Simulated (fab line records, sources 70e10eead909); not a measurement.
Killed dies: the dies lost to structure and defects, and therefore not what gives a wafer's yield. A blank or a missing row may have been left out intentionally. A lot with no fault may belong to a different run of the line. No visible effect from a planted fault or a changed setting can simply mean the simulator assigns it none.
fab line records | flow nandHarc
record: lots: 14 | wafers: 42 | lastDay: 34
route steps=1302 shown A_CONTACT@1067
lots that met no fault: taken from a fault-free run of the same line
startH: hours from the record's first day to the start of the lot's first wafer shown | waitH: hours from the lot's prior step to this one | " unchanged from the row above | L1.1+2: a row that stands for several wafers | - value missing, or start not given | * or withheld: withheld | < > ~ a bound
route shown NAME@n: a module of which the file shows steps, and the number in the route of the first | usual: the fault-free wafers' mean and standard deviation | same: alike in all rows | chamber/n: place in a boat | sites: readings site by site | _std_site: the standard deviation of these | _edge_site: mean of outer sites minus mean of inner sites | radiusMm: for every site, how far away it sits from the centre of the wafer | mask NAME#n: copy n | behind: the last tool/chamber to shape the wafer | hold: the reason the lot was held/the length of the hold in hours/how it ended | device: the transistor (n, p or np) that didn't switch | end of line: the same wafers' tests at the end of the route | for a step that has no rows: nothing shown but its recipe | killed: dies lost to structure and defects at the first sort, not the wafer's yield | map: shows each die of a wafer: x if killed, . if not, _ if none is there
set.NAME: the setting as run; set.NAME@STEP: as run at that earlier step | model.NAME: the simulator's own value behind a step, which no gauge read
a sample of lots followed through the steps of the route, with each step as a table and each wafer as a row
services: the hour from which a tool's chamber was out of use, counted from the record's first day as startH (under 0 if before that day), plus the number of hours and why
== steps ==
step: NHARC_A_CONTACT_DEP_85
recipe: targetThkA: 600 | targetThkNm: 60 | tempC: 400 | pressureTorr: 3.5 | flowSccm: 200 | rfW: 350 | material: SiON
usual: heaterPowerW: 722/120
lot.wafer | tool     | chamber | startH | waitH | heaterPowerW
L196.2    | pecvd-02 | 0       | 505.54 | 1.2   | 757
L196.1    | "        | 1       | "      | "     | 721
L196.5    | "        | 1       | "      | "     | 727
L198.3    | pecvd-04 | 2       | 531.47 | 0.9   | 609
L198.4    | "        | 1       | "      | "     | 917
L198.6    | "        | 2       | "      | "     | 622
L199.1    | pecvd-04 | 2       | 532.17 | 1.5   | 562
L199.5    | "        | 2       | "      | "     | 562
L199.4    | "        | 0       | "      | "     | 544
L200.5    | pecvd-04 | 0       | 548.41 | 0.4   | 648
L200.4    | "        | 1       | "      | "     | 1047
L200.6    | "        | 2       | "      | "     | 626
L203.2    | pecvd-01 | 2       | 573.03 | 1.2   | 798
L203.3    | "        | 1       | "      | "     | 730
L203.6    | "        | 0       | "      | "     | 748
L202.3    | pecvd-04 | 2       | 573.53 | 0.9   | 571
L202.6    | "        | 1       | "      | "     | 870
L202.4    | "        | 0       | "      | "     | 634
L211.3    | pecvd-04 | 1       | 658.29 | 0.9   | 1037
L211.2    | "        | 2       | "      | "     | 543
L211.5    | "        | 1       | "      | "     | 1030
L213.2    | pecvd-02 | 0       | 679.40 | 1.2   | 670
L213.5    | "        | 2       | "      | "     | 724
L213.4    | "        | 0       | "      | "     | 681
L212.1    | pecvd-02 | 1       | 680.29 | 1.4   | 716
L212.2    | "        | 2       | "      | "     | 736
L212.5    | "        | 2       | "      | "     | 757
L214.2    | pecvd-02 | 1       | 686.83 | 1.2   | 849
L214.3    | "        | 2       | "      | "     | 619
L214.1    | "        | 0       | "      | "     | 671
L216.3    | pecvd-02 | 2       | 703.70 | 1.0   | 663
L216.4    | "        | 0       | "      | "     | 694
L216.5    | "        | 0       | "      | "     | 697
L217.2    | pecvd-04 | 1       | 726.72 | 1.2   | 938
L217.6    | "        | 0       | "      | "     | 622
L217.4    | "        | 2       | "      | "     | 570
L218.2    | pecvd-02 | 2       | 740.15 | 1.2   | 723
L218.4    | "        | 2       | "      | "     | 704
L218.6    | "        | 2       | "      | "     | 725
L219.5    | pecvd-01 | 2       | 756.25 | 0.4   | 728
L219.4    | "        | 0       | "      | "     | 713
L219.6    | "        | 1       | "      | "     | 716
step: NHARC_A_CONTACT_INSPECT_10
usual: rawDefectCount: 80/35
lot.wafer | tool             | chamber | startH | waitH | rawDefectCount
L196.1    | defectInspect-01 | -       | 506.39 | 0.0   | 20
L196.2    | "                | -       | "      | "     | 21
L196.5    | "                | -       | "      | "     | 19
L198.3    | defectInspect-01 | -       | 532.29 | 0.0   | 87
L198.4    | "                | -       | "      | "     | 103
L198.6    | "                | -       | "      | "     | 94
L199.1    | defectInspect-02 | -       | 532.98 | 0.0   | 63
L199.4    | "                | -       | "      | "     | 65
L199.5    | "                | -       | "      | "     | 56
L200.4    | defectInspect-01 | -       | 549.05 | 0.0   | 89
L200.5    | "                | -       | "      | "     | 119
L200.6    | "                | -       | "      | "     | 97
L203.2    | defectInspect-01 | -       | 573.88 | 0.0   | 127
L203.3    | "                | -       | "      | "     | 119
L203.6    | "                | -       | "      | "     | 103
L202.3    | defectInspect-01 | -       | 574.35 | 0.0   | 58
L202.4    | "                | -       | "      | "     | 69
L202.6    | "                | -       | "      | "     | 75
L211.2    | defectInspect-02 | -       | 658.98 | 0.0   | 133
L211.3    | "                | -       | "      | "     | 148
L211.5    | "                | -       | "      | "     | 130
L213.2    | defectInspect-01 | -       | 680.09 | 0.0   | 26
L213.4    | "                | -       | "      | "     | 24
L213.5    | "                | -       | "      | "     | 20
L212.1    | defectInspect-01 | -       | 681.15 | 0.0   | 56
L212.2    | "                | -       | "      | "     | 51
L212.5    | "                | -       | "      | "     | 63
L214.1    | defectInspect-02 | -       | 687.67 | 0.0   | 108
L214.2    | "                | -       | "      | "     | 123
L214.3    | "                | -       | "      | "     | 119
L216.3    | defectInspect-02 | -       | 704.42 | 0.0   | 91
L216.4    | "                | -       | "      | "     | 78
L216.5    | "                | -       | "      | "     | 98
L217.2    | defectInspect-01 | -       | 727.54 | 0.0   | 82
L217.4    | "                | -       | "      | "     | 79
L217.6    | "                | -       | "      | "     | 81
L218.2    | defectInspect-01 | -       | 741.08 | 0.0   | 41
L218.4    | "                | -       | "      | "     | 45
L218.6    | "                | -       | "      | "     | 50
L219.4    | defectInspect-01 | -       | 757.01 | 0.0   | 71
L219.5    | "                | -       | "      | "     | 72
L219.6    | "                | -       | "      | "     | 69
step: NHARC_A_CONTACT_ETCH_137
recipe: sourceW: withheld | pressureMtorr: 20 | biasV: 1200 | timeS: 311 | targetDepthA: 19120 | arFlowSccm: withheld | c4f8FlowSccm: withheld | o2FlowSccm: withheld | chemistry: C4F8/O2/Ar
usual: runLengthS: 311/0
lot.wafer | tool          | chamber | startH | waitH | rfHoursCounterH | runLengthS
L196.1    | harCapEtch-02 | 1       | 508.35 | 0.2   | 85              | 311
L196.2    | "             | 0       | "      | "     | 85              | 311
L196.5    | "             | 1       | "      | "     | -               | 311
L198.4    | harCapEtch-02 | 0       | 534.30 | 0.2   | -               | 311
L198.3    | "             | 1       | "      | "     | -               | 311
L198.6    | "             | 0       | "      | "     | -               | 311
L199.1    | harCapEtch-03 | 0       | 534.90 | 0.2   | 51              | 311
L199.4    | "             | 0       | "      | "     | -               | 311
L199.5    | "             | 1       | "      | "     | -               | 311
L200.4    | harCapEtch-01 | 1       | 551.12 | 0.2   | -               | 311
L200.6    | "             | 0       | "      | "     | -               | 311
L200.5    | "             | 1       | "      | "     | -               | 311
L203.2    | harCapEtch-03 | 1       | 575.85 | 0.2   | 58              | 311
L203.3    | "             | 1       | "      | "     | -               | 311
L203.6    | "             | 1       | "      | "     | -               | 311
L202.4    | harCapEtch-02 | 0       | 576.91 | 0.3   | -               | 311
L202.3    | "             | 1       | "      | "     | -               | 311
L202.6    | "             | 1       | "      | "     | -               | 311
L211.2    | harCapEtch-01 | 1       | 661.35 | 0.3   | 27              | 377.47
L211.3    | "             | 0       | "      | "     | -               | 311
L211.5    | "             | 0       | "      | "     | -               | 311
L213.2    | harCapEtch-02 | 1       | 682.10 | 0.2   | 118             | 311
L213.4    | "             | 1       | "      | "     | -               | 311
L213.5    | "             | 0       | "      | "     | -               | 311
L212.1    | harCapEtch-01 | 0       | 683.09 | 0.2   | 33              | 311
L212.2    | "             | 1       | "      | "     | 33              | 377.47
L212.5    | "             | 0       | "      | "     | -               | 311
L214.2    | harCapEtch-02 | 0       | 689.60 | 0.2   | 119             | 311
L214.1    | "             | 1       | "      | "     | 119             | 311
L214.3    | "             | 1       | "      | "     | -               | 311
L216.3    | harCapEtch-03 | 0       | 706.67 | 0.2   | -               | 311
L216.4    | "             | 1       | "      | "     | -               | 311
L216.5    | "             | 1       | "      | "     | -               | 311
L217.2    | harCapEtch-02 | 1       | 729.67 | 0.2   | 124             | 311
L217.4    | "             | 1       | "      | "     | -               | 311
L217.6    | "             | 1       | "      | "     | -               | 311
L218.2    | harCapEtch-01 | 1       | 743.74 | 0.2   | 42              | 311
L218.4    | "             | 0       | "      | "     | -               | 311
L218.6    | "             | 1       | "      | "     | -               | 311
L219.4    | harCapEtch-01 | 1       | 759.43 | 0.2   | -               | 311
L219.6    | "             | 1       | "      | "     | -               | 311
L219.5    | "             | 0       | "      | "     | -               | 311
step: NHARC_A_CONTACT_ALD_18
recipe: targetThkA: 30 | pulseTimeS: 1 | aldCycles: 150 | tempC: 450 | material: TiN
usual: heaterPowerW: 1101/97 | precursorPulseHeightRel: 1.003/0.018
same: pulseTimeS: 1
lot.wafer | tool        | chamber | startH | waitH | heaterPowerW | precursorPulseHeightRel
L196.1    | aldMetal-03 | 2       | 510.67 | -     | 1258         | 1.004
L196.2    | "           | 3       | "      | "     | 981          | 0.999
L196.5    | "           | 3       | "      | "     | 996          | 0.998
L198.4    | aldMetal-01 | 3       | 536.50 | -     | 1225         | 1.023
L198.3    | "           | 0       | "      | "     | 1204         | 1.033
L198.6    | "           | 3       | "      | "     | 1270         | 1.004
L199.4    | aldMetal-04 | 2       | 537.19 | -     | 1033         | 0.975
L199.1    | "           | 3       | "      | "     | 1013         | 1.048
L199.5    | "           | 1       | "      | "     | 1038         | 1.002
L200.5    | aldMetal-03 | 0       | 553.38 | -     | 1199         | 1.007
L200.6    | "           | 2       | "      | "     | 1273         | 0.980
L200.4    | "           | 3       | "      | "     | 1001         | 0.975
L203.3    | aldMetal-01 | 2       | 578.09 | -     | 1036         | 0.994
L203.2    | "           | 0       | "      | "     | 1168         | 0.975
L203.6    | "           | 2       | "      | "     | 1061         | 1.007
L202.4    | aldMetal-03 | 0       | 579.31 | -     | 1222         | 1.022
L202.3    | "           | 2       | "      | "     | 1243         | 1.001
L202.6    | "           | 1       | "      | "     | 1182         | 1.027
L211.2    | aldMetal-01 | 3       | 664.13 | -     | 1268         | 1.004
L211.3    | "           | 0       | "      | "     | 1181         | 0.971
L211.5    | "           | 0       | "      | "     | 1155         | 1.001
L213.2    | aldMetal-03 | 3       | 684.37 | -     | 940          | 1.016
L213.4    | "           | 1       | "      | "     | 1182         | 1.025
L213.5    | "           | 3       | "      | "     | 954          | 1.008
L212.2    | aldMetal-04 | 3       | 685.39 | -     | 1039         | 1.001
L212.1    | "           | 1       | "      | "     | 1092         | 1.002
L212.5    | "           | 3       | "      | "     | 1033         | 1.023
L214.1    | aldMetal-03 | 0       | 691.89 | -     | 1205         | 0.993
L214.2    | "           | 2       | "      | "     | 1224         | 0.984
L214.3    | "           | 3       | "      | "     | 944          | 1.022
L216.4    | aldMetal-04 | 0       | 708.93 | -     | 1175         | 1.006
L216.3    | "           | 2       | "      | "     | 1011         | 1.004
L216.5    | "           | 3       | "      | "     | 1059         | 0.977
L217.2    | aldMetal-03 | 1       | 732.09 | -     | 1172         | 1.022
L217.4    | "           | 3       | "      | "     | 976          | 1.021
L217.6    | "           | 1       | "      | "     | 1206         | 1.021
L218.2    | aldMetal-04 | 3       | 746.09 | -     | 1019         | 0.981
L218.4    | "           | 2       | "      | "     | 1029         | 1.013
L218.6    | "           | 3       | "      | "     | 1041         | 1.000
L219.4    | aldMetal-04 | 3       | 761.66 | -     | 1064         | 1.006
L219.6    | "           | 0       | "      | "     | 1183         | 1.029
L219.5    | "           | 1       | "      | "     | 1082         | 0.997
== services ==
tool          | chamber | startH | hours | kind
pecvd-01      | -       | 492.00 | 13.0  | pm
aldMetal-01   | 1       | 493.26 | 12.2  | repair
harCapEtch-01 | -       | 497.49 | 17.0  | pm
aldMetal-01   | -       | 526.10 | 10.0  | pm
aldMetal-01   | -       | 550.50 | 0.7   | repair
pecvd-01      | -       | 551.01 | 1.0   | repair
pecvd-04      | 2       | 554.15 | 3.8   | repair
aldMetal-03   | -       | 568.00 | 10.0  | pm
pecvd-02      | -       | 576.44 | 1.1   | repair
pecvd-02      | -       | 589.00 | 13.0  | pm
pecvd-01      | -       | 614.32 | 0.3   | repair
aldMetal-01   | 3       | 628.68 | 10.7  | repair
pecvd-04      | -       | 631.21 | 13.0  | pm
aldMetal-03   | 2       | 633.09 | 11.0  | repair
aldMetal-04   | -       | 652.00 | 10.0  | pm
aldMetal-01   | 1       | 653.41 | 14.4  | repair
pecvd-01      | -       | 673.00 | 13.0  | pm
pecvd-02      | 1       | 692.05 | 69.3  | repair
aldMetal-01   | -       | 704.10 | 10.0  | pm
aldMetal-04   | 0       | 734.85 | 25.8  | repair
pecvd-04      | 2       | 735.76 | 10.6  | repair
aldMetal-01   | -       | 740.51 | 6.0   | repair
aldMetal-03   | -       | 746.00 | 10.0  | pm
harCapEtch-02 | -       | 754.93 | 17.0  | pm
== key ==
firstSign: step: NHARC_A_CONTACT_ETCH_137 | reading: runLengthS | direction: up | sigmas: 99+ | usual: * | struck: *
effect none on later readings
metAt NHARC_A_CONTACT_ETCH_137
struckLots L211,L212
struckWafers L211.2,L212.2
testerLeftOut L211,L212
notActingAt NHARC_A_CONTACT_DEP_85,NHARC_A_CONTACT_INSPECT_10,NHARC_A_CONTACT_ALD_18
onsetBetween 551.12 661.35
fault: kind: processParameterDrift | tool: harCapEtch-01 | chamber: 1 | onsetH: 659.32 | steps: NHARC_A_CONTACT_ETCH_137 | channel: timeS | offset: * | shape: step | endH: 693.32 | actsIn: * | stated: *
testerLeftOut: of these lots the tester's yield and bins aren't shown, on N5 and GAA mostly nor the transistor test; their killed dies are dies lost to structure and defects alone, not to doping, threshold or leakage, so they don't give the yield
